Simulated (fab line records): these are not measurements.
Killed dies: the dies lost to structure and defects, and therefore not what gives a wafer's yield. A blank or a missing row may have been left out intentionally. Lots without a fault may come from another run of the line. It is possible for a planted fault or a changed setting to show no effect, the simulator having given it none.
Chamber matching	flow n5Finfet	N5_BEOL_M14_DEP_53 on pecvd-03 has 3 sister chambers
The step deposits SiCN from 3MS/NH3, target thk 50 nm, time 17.8 s. 24 wafers are shown with their chamber, then 12 later ones without.

## WAFERS PAIRED WITH THEIR CHAMBERS
wafer	chamber	throttleValvePct (%)	showerheadPlenumPTorr (Torr)
L074.2	2	16.4	4.168
L074.3	1	17.9	4.176
L074.6	1	17.9	4.175
L076.1	1	17.8	4.165
L076.4	2	16.5	4.164
L076.5	0	19.6	4.174
L077.3	0	19.8	4.177
L077.5	2	16.6	4.150
L077.6	1	17.7	4.174
L078.1	1	18.0	4.178
L078.2	0	20.0	4.178
L078.3	2	16.4	4.155
L079.2	1	17.9	4.167
L079.4	1	17.8	4.170
L079.6	0	19.9	4.173
L084.1	0	20.1	4.187
L084.4	2	16.5	4.160
L084.6	0	19.6	4.174
L085.2	2	16.3	4.171
L085.3	0	19.7	4.171
L085.6	0	20.0	4.166
L086.2	2	16.8	4.167
L086.3	1	18.3	4.169
L086.4	1	17.9	4.180

SIGNATURES, as means of the wafers listed above
reading	chamber 0	chamber 1	chamber 2	scatter within a chamber
throttleValvePct	19.837	17.911	16.500	0.176
showerheadPlenumPTorr	4.17500	4.17267	4.16214	0.00623
Rule: a wafer's distance from a chamber is the root of the sum, over the readings, of the square of ((its reading less the chamber's mean) divided by the reading's scatter). If the next closest chamber is less than 2 further off than the closest, the wafer can't be placed; otherwise it belongs to the closest. The scatter: take each reading less its chamber's mean, square it, sum over the shown wafers, divide by the number of wafers less the number of chambers, and take the root.

## WAFERS MISSING THEIR CHAMBER
wafer	throttleValvePct (%)	showerheadPlenumPTorr (Torr)
L087.1	17.8	4.177
L087.2	16.6	4.162
L087.6	18.1	4.166
L091.3	20.0	4.171
L091.4	20.0	4.173
L091.6	17.1	4.162
L089.2	20.4	4.175
L089.4	18.2	4.168
L089.5	20.1	4.176
L095.1	16.7	4.168
L095.4	16.5	4.170
L095.5	20.5	4.179

## THE CHAMBER EACH PASSED THROUGH
wafer	from the rows above	in truth
L087.1	1	1
L087.2	2	2
L087.6	1	1
L091.3	0	0
L091.4	0	0
L091.6	can't be placed: 2 or 1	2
L089.2	0	0
L089.4	1	1
L089.5	0	0
L095.1	2	2
L095.4	2	2
L095.5	0	0
Correct placement for 11 of the 12. Can't be placed from these rows: 1 (the true chamber is among the candidates in 1). Placed wrongly: 0.
